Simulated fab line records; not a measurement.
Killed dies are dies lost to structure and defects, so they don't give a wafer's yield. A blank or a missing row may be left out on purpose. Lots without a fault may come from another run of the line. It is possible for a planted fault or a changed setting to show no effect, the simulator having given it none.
fab line records	flow nandHarc
record: lots: 7	wafers: 18	lastDay: 34
route steps=1302 shown P_GATE@127 END@1302
lots untouched by any fault: they come from a run of this same line in which no faults occurred
startH: hours from the record's first day to the start of the lot's first wafer shown	waitH: hours since the lot's step before	" unchanged from the row above	L1.1+2: a row that stands for several wafers	- value missing, or start not given	* or withheld: withheld	< > ~ a bound
route shown NAME@n: a module of which the file shows steps, and the number in the route of the first	usual: the fault-free wafers' mean and standard deviation	same: alike in all rows	chamber/n: place in a boat	sites: readings site by site	_std_site: their standard deviation	_edge_site: the outer-site mean with the inner-site mean subtracted	radiusMm: how far each site lies from the wafer's centre	mask NAME#n: copy n	behind: the tool/chamber that last shaped the wafer	hold: the reason the lot was held/the length of the hold in hours/how it ended	device: whichever transistor did not switch (one of n, p or np)	end of line: tests run on the same wafers once the route is complete	for a step that has no rows: nothing shown but its recipe	killed: the dies lost at the first sort to structure and to defects; this is not the yield of the wafer	map: the dies of a wafer, with x for killed, . for not killed, _ for no die there
set.NAME: the run value of the setting; set.NAME@STEP: its run value at that earlier step	model.NAME: the simulator's own value behind a step, which no gauge read
a table for each step, a row for each wafer; lots at some steps of the route
services: a tool's chamber out of use, with start hour (startH, from the record's first day; less than 0 if before it), hours out, and reason
== steps ==
step: NHARC_P_GATE_PRECLEAN_71
recipe: timeS: *	tempC: 50	bathAgeMin: 0	chemistry: SC1
step: NHARC_P_GATE_SRD_72
step: NHARC_P_GATE_OXIDE_16
recipe: targetThkA: 30	tempC: 875	oxTimeS: 392	material: SiO2
step: NHARC_P_GATE_CVD_17
recipe: targetThkA: 1500	tempC: 620	timeS: 900	material: poly-Si
step: NHARC_P_GATE_HM_DEP_102
recipe: targetThkA: 1200	tempC: 400	material: aC
step: NHARC_P_GATE_DEP_103
recipe: targetThkA: 300	targetThkNm: 30	tempC: 400	flowSccm: 200	rfW: 350	material: SiON
usual: heaterPowerW: 819/100
lot.wafer	tool	chamber	startH	waitH	heaterPowerW
L527.2	pecvd-01	1	115.55	0.5	856
L527.6	"	1	"	"	854
L527.5	"	2	"	"	744
L535.4	pecvd-02	2	191.48	0.3	874
L535.6	"	1	"	"	703
L536.4	pecvd-01	2	209.36	0.3	668
L536.5	"	1	"	"	876
L537.2	pecvd-02	0	211.15	0.5	888
L537.6	"	2	"	"	800
L545.3	pecvd-01	0	294.64	0.3	949
L545.1	"	1	"	"	872
L545.2	"	2	"	"	725
L546.3	pecvd-02	2	303.41	0.4	796
L546.4	"	1	"	"	725
L546.6	"	2	"	"	757
L547.6	pecvd-04	2	316.67	0.1	816
L547.4	"	0	"	"	780
L547.5	"	1	"	"	781
step: NHARC_P_GATE_DEHYDRATE_18
recipe: tempC: 150	timeS: 120
step: NHARC_P_GATE_HMDS_19
recipe: timeS: 30
step: NHARC_P_GATE_COAT_20
recipe: spinRpm: 1500	resistThkNm: 90
step: NHARC_P_GATE_SOFTBAKE_21
recipe: tempC: 105	timeS: 55
step: NHARC_P_GATE_EBR_22
step: NHARC_P_GATE_EXPOSE_23
recipe: na: 1.35	targetCdNm: 120	doseMj: 93.91	maskId: P_GATE
step: NHARC_P_GATE_PEB_24
recipe: pebTempC: 100	pebTimeS: 65
usual: heaterPowerTotalW: 156.5/0.43
lot.wafer	tool	chamber	startH	waitH	heaterPowerTotalW
L527.2	lithoTrack-06	0	116.12	0.1	156.6
L527.5	"	0	"	"	157.2
L527.6	"	0	"	"	155.9
L535.4	lithoTrack-01	0	192.00	0.0	156.8
L535.6	"	0	"	"	165.9
L536.4	lithoTrack-01	0	209.88	0.0	156.6
L536.5	"	0	"	"	166.9
L537.2	lithoTrack-01	0	211.60	0.1	156.1
L537.6	"	0	"	"	166.6
L545.1	lithoTrack-06	0	295.12	0.1	156.8
L545.2	"	0	"	"	156.2
L545.3	"	0	"	"	157.1
L546.3	lithoTrack-04	0	304.01	0.0	157.0
L546.4	"	0	"	"	157.0
L546.6	"	0	"	"	156.7
L547.4	lithoTrack-06	0	317.19	0.0	155.9
L547.5	"	0	"	"	156.8
L547.6	"	0	"	"	156.4
step: NHARC_P_GATE_DEVELOP_25
recipe: developTimeS: 35	devTempC: 23
step: NHARC_P_GATE_CD_MEAS_26
recipe: targetCdNm: 120	landingEnergyEv: 500
usual: cdNm: 120.1/0.51
lot.wafer	tool	chamber	startH	waitH	cdNm
L527.2	cdSem-01	0	116.20	-	120.6
L527.5	"	0	"	"	120.7
L527.6	"	0	"	"	119.8
L535.4	cdSem-02	0	192.08	-	119.9
L535.6	"	0	"	"	124.2
L536.4	cdSem-01	0	209.96	-	120.0
L536.5	"	0	"	"	124.9
L537.2	cdSem-01	0	211.68	-	119.8
L537.6	"	0	"	"	123.5
L545.1	cdSem-02	0	295.20	-	119.8
L545.2	"	0	"	"	120.9
L545.3	"	0	"	"	121.0
L546.3	cdSem-01	0	304.09	-	119.5
L546.4	"	0	"	"	119.6
L546.6	"	0	"	"	120.2
L547.4	cdSem-01	0	317.27	-	119.5
L547.5	"	0	"	"	119.6
L547.6	"	0	"	"	119.7
step: NHARC_P_GATE_OVL_MEAS_27
usual: overlayXNm: 0.2/0.72	overlayYNm: -0.3/0.71
lot.wafer	tool	chamber	startH	waitH	overlayXNm	overlayYNm
L527.2	overlay-01	-	116.28	-	1.2	0.0
L527.5	"	-	"	"	0.9	0.1
L527.6	"	-	"	"	1.0	0.3
L535.4	overlay-02	-	192.18	-	-0.2	-0.5
L535.6	"	-	"	"	0.0	-0.4
L536.4	overlay-01	-	210.04	-	1.2	0.5
L536.5	"	-	"	"	1.9	0.1
L537.2	overlay-02	-	211.77	-	-0.5	-1.1
L537.6	"	-	"	"	0.1	-1.0
L545.1	overlay-02	-	295.28	-	0.0	0.6
L545.2	"	-	"	"	0.0	0.6
L545.3	"	-	"	"	0.2	1.2
L546.3	overlay-02	-	304.18	-	0.9	-1.2
L546.4	"	-	"	"	0.3	-1.0
L546.6	"	-	"	"	0.8	-1.9
L547.4	overlay-02	-	317.35	-	0.6	-0.1
L547.5	"	-	"	"	0.4	-0.4
L547.6	"	-	"	"	0.6	0.1
step: NHARC_P_GATE_INSPECT_28
usual: rawDefectCount: 6.1/3
lot.wafer	tool	chamber	startH	waitH	rawDefectCount
L527.2	defectInspect-02	-	116.32	0.0	4
L527.5	"	-	"	"	6
L527.6	"	-	"	"	7
L535.4	defectInspect-02	-	192.21	0.0	8
L535.6	"	-	"	"	4
L536.4	defectInspect-01	-	210.08	0.0	7
L536.5	"	-	"	"	6
L537.2	defectInspect-01	-	211.80	0.0	6
L537.6	"	-	"	"	9
L545.1	defectInspect-02	-	295.32	0.0	4
L545.2	"	-	"	"	8
L545.3	"	-	"	"	4
L546.3	defectInspect-02	-	304.21	0.0	6
L546.4	"	-	"	"	2
L546.6	"	-	"	"	5
L547.4	defectInspect-01	-	317.39	0.0	6
L547.5	"	-	"	"	3
L547.6	"	-	"	"	4
step: NHARC_P_GATE_DESCUM_31
recipe: timeS: 3	o2FlowSccm: 200	arFlowSccm: 0	biasPowerW: 0	chemistry: O2
usual: drypumpMotorCurrentA: 5.6/0.34	oesProductAu: 1.000/0.0082	rfVppV: 57.7/0.91	showerheadPlenumPTorr: 1.91/0.077	throttleValvePct: 11.311/0.0089
lot.wafer	tool	chamber	startH	waitH	drypumpMotorCurrentA	oesProductAu	rfHoursCounterH	rfVppV	showerheadPlenumPTorr	throttleValvePct	model.P_GATE.cdNm
L527.2	rieDiel-13	0	116.40	0.1	5.2	0.996	7.9	57.3	1.82	11.316	120.2
L527.5	"	2	"	"	5.8	0.990	-	58.0	1.94	11.325	120.4
L527.6	"	3	"	"	5.7	1.001	-	57.0	1.91	11.307	119.9
L535.4	rieDiel-02	0	192.27	0.1	5.5	1.009	7.4	56.9	1.96	11.309	119.9
L535.6	"	0	"	"	5.6	1.016	-	57.4	1.96	11.314	124.5
L536.4	rieDiel-02	1	210.16	0.1	5.3	1.004	9.4	59.0	1.93	11.312	120.2
L536.5	"	2	"	"	5.3	1.001	-	57.2	1.84	11.309	124.8
L537.2	rieDiel-05	2	211.87	0.1	6.0	0.996	12.4	58.5	1.80	11.324	119.7
L537.6	"	1	"	"	5.9	1.014	-	59.2	1.97	11.303	123.7
L545.3	rieDiel-13	0	295.38	0.1	5.2	0.998	6.1	57.9	1.82	11.300	121
L545.1	"	1	"	"	5.4	1.012	5.9	58.4	1.80	11.315	120.7
L545.2	"	3	"	"	5.7	1.005	5.6	56.8	1.91	11.300	120.9
L546.3	rieDiel-02	1	304.27	0.1	5.4	0.995	4.8	57.1	1.93	11.312	119.4
L546.4	"	2	"	"	5.3	1.005	5.2	57.1	1.84	11.324	119.6
L546.6	"	2	"	"	5.3	0.997	-	57.0	1.84	11.315	120.2
L547.4	rieDiel-02	3	317.47	0.1	6.2	0.989	6.2	57.9	2.01	11.315	119.7
L547.6	"	1	"	"	5.4	0.992	-	58.4	1.93	11.300	119.8
L547.5	"	2	"	"	5.3	0.994	-	57.7	1.84	11.323	119.6
step: NHARC_P_GATE_ETCH_104
recipe: targetDepthA: 600	timeS: withheld	cf4FlowSccm: 100	chf3FlowSccm: 30	arFlowSccm: 0	rfW: 500	biasW: 200	chemistry: CF4/CHF3
usual: drypumpMotorCurrentA: 5.5/0.34	oesProductAu: 0.950/0.022	rfVppV: 370.4/2.1	showerheadPlenumPTorr: 1.57/0.061	throttleValvePct: 16.803/0.0087
lot.wafer	tool	chamber	startH	waitH	drypumpMotorCurrentA	oesProductAu	rfVppV	showerheadPlenumPTorr	throttleValvePct
L527.2	rieDiel-13	3	116.48	0.1	5.8	0.931	369.9	1.57	16.813
L527.6	"	3	"	"	5.7	0.925	370.3	1.57	16.794
L527.5	"	2	"	"	5.8	0.912	372.2	1.59	16.811
L535.4	rieDiel-02	3	192.36	0.1	6.2	0.990	373.0	1.65	16.800
L535.6	"	1	"	"	5.4	0.983	371.0	1.59	16.802
L536.4	rieDiel-02	1	210.23	0.1	5.3	0.986	370.5	1.59	16.811
L536.5	"	0	"	"	5.6	0.980	372.7	1.61	16.817
L537.2	rieDiel-05	0	211.96	0.1	5.5	0.939	374.8	1.68	16.812
L537.6	"	3	"	"	5.0	0.938	366.9	1.47	16.812
L545.3	rieDiel-13	0	295.48	0.1	5.1	0.957	368.0	1.50	16.805
L545.1	"	1	"	"	5.4	0.965	368.5	1.49	16.806
L545.2	"	3	"	"	5.7	0.957	369.8	1.57	16.790
L546.4	rieDiel-02	0	304.36	0.1	5.6	0.961	371.5	1.61	16.795
L546.3	"	2	"	"	5.3	0.957	369.3	1.51	16.814
L546.6	"	3	"	"	6.2	0.970	373.5	1.65	16.802
L547.4	rieDiel-02	2	317.53	0.1	5.3	0.956	368.6	1.51	16.808
L547.6	"	2	"	"	5.3	0.964	370.8	1.51	16.803
L547.5	"	3	"	"	6.2	0.972	373.4	1.65	16.805
step: NHARC_P_GATE_HM_OPEN_105
recipe: targetDepthA: 3600	o2FlowSccm: 400	cosFlowSccm: 20	arFlowSccm: 0	rfW: 500	biasW: 300	chemistry: O2/COS
usual: drypumpMotorCurrentA: 5.6/0.34	oesProductAu: 0.999/0.0072	rfVppV: 466.9/2.7	showerheadPlenumPTorr: 3.11/0.12	throttleValvePct: 28.330/0.0094
lot.wafer	tool	chamber	startH	waitH	drypumpMotorCurrentA	oesProductAu	rfHoursCounterH	rfVppV	showerheadPlenumPTorr	throttleValvePct
L527.2	rieDiel-13	0	-	-	5.2	1.001	8.0	464.4	2.98	28.320
L527.5	"	2	"	"	5.8	0.994	-	468.5	3.16	28.321
L527.6	"	0	"	"	5.2	0.998	-	464.3	2.98	28.318
L535.4	rieDiel-02	2	-	-	5.3	0.997	6.4	466.0	3.01	28.313
L535.6	"	0	"	"	5.6	1.005	-	469.6	3.20	28.310
L536.4	rieDiel-02	1	-	-	5.4	1.006	9.4	468.3	3.15	28.335
L536.5	"	2	"	"	5.3	1.002	-	463.9	3.00	28.339
L537.2	rieDiel-05	2	-	-	6.0	0.984	12.4	463.3	2.94	28.344
L537.6	"	3	"	"	5.1	1.002	-	462.8	2.92	28.334
L545.3	rieDiel-13	1	-	-	5.4	1.006	5.9	463.1	2.95	28.324
L545.2	"	3	"	"	5.8	0.986	5.6	467.0	3.12	28.326
L545.1	"	0	"	"	5.2	0.995	6.1	464.5	2.98	28.325
L546.4	rieDiel-02	2	-	-	5.4	0.996	5.2	465.2	3.00	28.329
L546.3	"	3	"	"	6.2	1.002	5.9	470.2	3.27	28.344
L546.6	"	0	"	"	5.6	0.989	-	467.8	3.19	28.339
L547.4	rieDiel-02	1	-	-	5.4	1.002	5.2	468.0	3.15	28.330
L547.5	"	3	"	"	6.2	0.994	-	470.9	3.27	28.330
L547.6	"	0	"	"	5.6	1.000	-	468.2	3.19	28.317
step: NHARC_P_GATE_STRIP_106
recipe: o2FlowSccm: 400	cosFlowSccm: 20	arFlowSccm: 0	biasW: 0	chemistry: O2/COS
step: NHARC_P_GATE_ETCH_114
recipe: targetDepthA: 300	overetchA: 30	timeS: 16.5	ionEnergyEv: 100	cf4FlowSccm: 80	o2FlowSccm: 20	arFlowSccm: 0	rfW: 300	biasW: 100	chemistry: CF4/O2
usual: drypumpMotorCurrentA: 5.6/0.32	oesProductAu: 0.999/0.007	rfVppV: 197.7/1.4	showerheadPlenumPTorr: 1.33/0.053	throttleValvePct: 13.398/0.0094
lot.wafer	tool	chamber	startH	waitH	drypumpMotorCurrentA	oesProductAu	rfHoursCounterH	rfVppV	showerheadPlenumPTorr	throttleValvePct
L527.2	rieDiel-13	2	-	-	5.8	1.004	6.9	198.6	1.35	13.416
L527.5	"	3	"	"	5.7	1.004	-	197.0	1.33	13.404
L527.6	"	0	"	"	5.1	1.003	-	196.5	1.27	13.408
L535.4	rieDiel-02	0	-	-	5.6	1.006	7.4	199.4	1.37	13.414
L535.6	"	0	"	"	5.5	0.998	-	197.9	1.37	13.400
L536.4	rieDiel-02	3	-	-	6.2	1.016	8.6	198.7	1.40	13.379
L536.5	"	1	"	"	5.4	1.014	-	198.0	1.35	13.399
L537.2	rieDiel-05	2	-	-	6.0	0.989	12.4	197.3	1.26	13.389
L537.6	"	1	"	"	5.9	1.010	-	198.9	1.37	13.391
L545.1	rieDiel-13	3	-	-	5.8	0.999	5.7	197.8	1.33	13.410
L545.3	"	0	"	"	5.2	0.997	6.2	196.5	1.27	13.391
L545.2	"	1	"	"	5.4	0.990	5.9	195.7	1.26	13.402
L546.3	rieDiel-02	0	-	-	5.6	0.997	5.5	198.1	1.37	13.378
L546.4	"	2	"	"	5.3	1.004	5.2	199.2	1.28	13.388
L546.6	"	1	"	"	5.3	0.991	-	197.5	1.35	13.397
L547.4	rieDiel-02	1	-	-	5.3	0.988	5.2	197.0	1.35	13.417
L547.6	"	3	"	"	6.2	0.993	-	198.9	1.40	13.402
L547.5	"	0	"	"	5.6	0.987	-	197.2	1.37	13.412
step: NHARC_P_GATE_ETCH_32
recipe: targetDepthA: 1500	overEtchFrac: 1	overEtchIonEnergyEv: 40	timeS: 100.1	hbrFlowSccm: 150	cl2FlowSccm: 50	rfW: 400	icpW: 400	biasW: 100	chemistry: HBr/Cl2
usual: drypumpMotorCurrentA: 5.7/0.51	oesProductAu: 1.006/0.0078	throttleValvePct: 26.406/0.009
lot.wafer	tool	chamber	startH	waitH	drypumpMotorCurrentA	oesProductAu	rfHoursCounterH	throttleValvePct	model.P_GATE.cdNm
L527.2	rieSi-02	2	116.91	-	5.7	1.002	0.0	26.403	120.7
L527.5	"	2	"	"	5.7	1.006	-	26.409	119.7
L527.6	"	3	"	"	6.3	1.019	-	26.408	118.5
L535.4	rieSi-06	1	192.78	-	5.6	1.006	0.7	26.402	120.2
L535.6	"	3	"	"	6.5	1.004	-	26.405	125.3
L536.4	rieSi-02	0	210.60	-	5.0	1.002	0.6	26.411	121.2
L536.5	"	1	"	"	5.9	1.007	-	26.405	124.2
L537.2	rieSi-06	1	212.38	-	5.6	1.003	0.9	26.419	121.3
L537.6	"	3	"	"	6.5	1.002	-	26.421	124.8
L545.2	rieSi-02	1	295.91	-	5.9	1.008	0.1	26.405	119.9
L545.3	"	3	"	"	6.3	1.004	0.1	26.408	121.6
L545.1	"	0	"	"	5.0	0.991	0.2	26.405	122.9
L546.3	rieSi-05	0	304.75	-	5.7	1.008	1.1	26.406	120
L546.4	"	2	"	"	5.0	1.004	1.3	26.401	122.3
L546.6	"	3	"	"	5.6	1.001	-	26.405	121.7
L547.4	rieSi-05	1	317.93	-	4.9	1.004	0.0	26.407	120.5
L547.6	"	0	"	"	5.7	1.004	-	26.417	118.9
L547.5	"	1	"	"	4.9	1.006	-	26.407	118.5
step: NHARC_P_GATE_STRIP_108
recipe: o2FlowSccm: 500	arFlowSccm: 0	biasW: 0	chemistry: O2
usual: drypumpMotorCurrentA: 5.6/0.33	oesProductAu: 0.999/0.0068	rfVppV: 57.7/0.9	showerheadPlenumPTorr: 3.51/0.13	throttleValvePct: 17.037/0.0094
lot.wafer	tool	chamber	startH	waitH	drypumpMotorCurrentA	oesProductAu	rfHoursCounterH	rfVppV	showerheadPlenumPTorr	throttleValvePct
L527.2	rieDiel-13	0	117.11	-	5.2	0.998	8.0	57.2	3.37	17.042
L527.6	"	2	"	"	5.8	0.987	-	56.5	3.57	17.046
L527.5	"	0	"	"	5.1	0.998	-	58.1	3.37	17.030
L535.4	rieDiel-13	0	192.96	-	5.1	1.000	-	56.9	3.37	17.044
L535.6	"	3	"	"	5.8	1.008	-	58.1	3.52	17.030
L536.4	rieDiel-13	2	210.82	-	5.8	1.007	-	56.7	3.57	17.027
L536.5	"	3	"	"	5.8	0.996	-	58.5	3.52	17.033
L537.2	rieDiel-02	1	212.50	-	5.4	1.000	9.4	56.5	3.56	17.034
L537.6	"	1	"	"	5.4	0.991	-	60.3	3.56	17.038
L545.1	rieDiel-02	1	296.07	-	5.3	1.004	4.2	57.6	3.56	17.050
L545.3	"	2	"	"	5.3	1.009	4.0	57.3	3.39	17.024
L545.2	"	3	"	"	6.2	1.004	4.7	57.9	3.70	17.019
L546.3	rieDiel-02	0	304.89	-	5.6	0.998	5.5	57.7	3.61	17.039
L546.4	"	3	"	"	6.2	1.004	5.9	57.1	3.70	17.036
L546.6	"	0	"	"	5.6	0.995	-	57.9	3.61	17.047
L547.4	rieDiel-13	3	318.10	-	5.7	0.987	7.4	58.9	3.52	17.045
L547.6	"	1	"	"	5.4	0.993	-	57.9	3.33	17.034
L547.5	"	2	"	"	5.8	0.987	-	57.1	3.57	17.029
step: NHARC_END_SORT_01
recipe: tempC: 25
usual: killedAtArray: 44/16	killedAtOther: 0.6/1.1	killedAtPeriphery: 3.9/2.6	killedDies: 48/16	killedOpen: 3.1/1.9	killedShort: 2.4/1.8
same: grossDies: 677
lot.wafer	tool	chamber	startH	waitH	killedAtArray	killedAtOther	killedAtPeriphery	killedDies	killedOpen	killedShort
L527.2	prober-01	0	594.57	2.8	51	0	4	55	4	0
L527.5	prober-01	0	597.01	3.8	81	0	7	88	4	5
L527.6	prober-01	0	597.83	4.1	51	1	2	54	1	2
L545.1	prober-01	0	751.51	2.5	28	0	6	34	4	3
L545.2	prober-01	0	752.32	2.8	36	0	2	38	2	2
L545.3	prober-01	0	753.13	3.1	41	0	2	43	3	6
L546.3	prober-01	0	806.66	3.1	21	0	7	28	6	1
L546.4	prober-01	0	807.45	3.4	35	0	1	36	2	2
L546.6	prober-01	0	809.04	4.0	28	0	3	31	2	5
killed by level:class
L527.2 A_CHANNEL_HOLE_D2:chamberFilmFlake=15 A_SLIT:chamberFilmFlake=15 A_CHANNEL_HOLE_D1:chamberFilmFlake=11 P_STI:chamberFilmFlake=3 A_CONTACT:chamberFilmFlake=3 A_CHANNEL_FILL_D1:chamberFilmFlake=2 A_ONON_D1:geometricParticle:open=1 A_CHANNEL_HOLE_D1:geometricParticle:open=1
L527.5 A_CHANNEL_HOLE_D1:chamberFilmFlake=28 A_CHANNEL_HOLE_D2:chamberFilmFlake=23 A_SLIT:chamberFilmFlake=15 P_ZERO_WELL:chamberFilmFlake=3 A_CONTACT:chamberFilmFlake=3 A_CHANNEL_FILL_D2:chamberFilmFlake=2 A_STAIRCASE:chamberFilmFlake=2 P_M0:geometricParticle:short=1
L527.6 A_CHANNEL_HOLE_D2:chamberFilmFlake=18 A_SLIT:chamberFilmFlake=16 A_CHANNEL_HOLE_D1:chamberFilmFlake=6 A_CONTACT:chamberFilmFlake=4 A_STAIRCASE:chamberFilmFlake=3 A_DECK1_JOINT:chamberFilmFlake=2 P_M0:geometricParticle:open=1 A_ONON_D1:geometricParticle:short=1
L545.1 A_SLIT:chamberFilmFlake=12 A_STAIRCASE:chamberFilmFlake=4 A_CONTACT:chamberFilmFlake=4 P_M2:chamberFilmFlake=3 A_CHANNEL_HOLE_D1:chamberFilmFlake=3 P_CONTACT:geometricParticle:open=1 P_M2:geometricParticle:short=1 A_CHANNEL_HOLE_D1:geometricParticle:short=1
L545.2 A_SLIT:chamberFilmFlake=20 A_CHANNEL_HOLE_D1:chamberFilmFlake=4 A_STAIRCASE:chamberFilmFlake=4 A_CONTACT:chamberFilmFlake=4 A_ONON_D2:geometricParticle:short=1 A_CHANNEL_FILL_D2:geometricParticle:short=1 A_CONTACT:geometricParticle:open=1 A_M0:geometricParticle:open=1
L545.3 A_SLIT:chamberFilmFlake=19 A_CHANNEL_HOLE_D1:chamberFilmFlake=7 A_ONON_D1:geometricParticle:short=3 A_CONTACT:chamberFilmFlake=3 A_WL_FILL:chamberFilmFlake=2 A_CHANNEL_HOLE_D1:geometricParticle:open=1 A_CHANNEL_FILL_D1:geometricParticle:short=1 A_CHANNEL_HOLE_D2:geometricParticle:open=1
L546.3 A_SLIT:chamberFilmFlake=12 A_CHANNEL_HOLE_D1:chamberFilmFlake=5 P_M0:geometricParticle:open=3 P_M2:chamberFilmFlake=2 P_GATE:geometricParticle:open=1 P_CONTACT:geometricParticle:open=1 A_CHANNEL_FILL_D2:geometricParticle:open=1 A_CHANNEL_FILL_D2:geometricParticle:short=1
L546.4 A_SLIT:chamberFilmFlake=18 A_CHANNEL_HOLE_D1:chamberFilmFlake=9 A_STAIRCASE:chamberFilmFlake=2 P_CONTACT:geometricParticle:short=1 A_WL_FILL:geometricParticle:short=1 A_CONTACT:geometricParticle:open=1 A_M0:geometricParticle:open=1 A_DECK1_JOINT:chamberFilmFlake=1
L546.6 A_SLIT:chamberFilmFlake=13 A_CHANNEL_HOLE_D1:chamberFilmFlake=4 A_ONON_D2:geometricParticle:short=2 A_ONON_D2:geometricParticle:open=1 A_CHANNEL_FILL_D2:geometricParticle:short=1 A_STAIRCASE:geometricParticle:short=1 A_SGD_CUT:geometricParticle:open=1 A_WL_FILL:geometricParticle:short=1
== services ==
tool	chamber	startH	hours	kind
rieDiel-13	1	99.09	21.6	repair
rieDiel-02	1	99.57	4.2	repair
rieSi-02	-	100.00	9.0	pm
pecvd-01	-	130.25	13.0	pm
rieDiel-05	1	144.13	7.7	repair
rieSi-02	-	149.14	15.2	repair
rieDiel-05	3	152.22	15.7	repair
rieDiel-13	2	157.17	13.9	repair
rieDiel-05	1	159.61	2.6	repair
rieDiel-13	-	165.00	9.0	pm
rieDiel-05	0	172.99	4.4	repair
lithoTrack-06	-	179.00	7.0	pm
rieSi-02	2	181.20	1.5	repair
rieDiel-13	2	190.15	9.5	repair
rieDiel-13	1	198.32	14.4	repair
rieDiel-02	-	216.70	9.0	pm
rieDiel-13	3	224.94	2.1	repair
rieDiel-05	-	229.60	9.0	pm
rieDiel-13	1	241.24	4.2	repair
rieSi-02	-	277.00	9.0	pm
rieDiel-13	-	283.09	1.3	repair
rieDiel-13	2	284.89	14.4	repair
rieDiel-13	1	301.41	6.5	repair
rieDiel-02	2	310.91	4.4	repair
== key ==
firstSign: step: NHARC_P_GATE_PEB_24	reading: heaterPowerTotalW	direction: up	sigmas: 23	usual: *	struck: *
effect: step: NHARC_P_GATE_CD_MEAS_26	reading: cdNm	direction: up	sigmas: 8	usual: 120.1	struck: 124.2
modelEffect: step: NHARC_P_GATE_DESCUM_31	value: P_GATE.cdNm	without: 120.1	struck: 124.3
modelEffect: step: NHARC_P_GATE_ETCH_32	value: P_GATE.cdNm	without: 120.6	struck: 124.8
metAt NHARC_P_GATE_PEB_24
struckWafers L535.6,L536.5,L537.6
testerLeftOut L535,L536,L537
fault: kind: processParameterDrift	tool: lithoTrack-01	chamber: -	onsetH: 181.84	steps: NHARC_P_GATE_PEB_24	channel: pebTimeS	offset: *	shape: step	endH: 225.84	scope: struckWafersOnly	actsIn: *	stated: *
testerLeftOut: of these lots the tester's yield and bins aren't shown, on N5 and GAA mostly nor the transistor test; their killed dies are dies lost to structure and defects alone, not to doping, threshold or leakage, so they don't give the yield
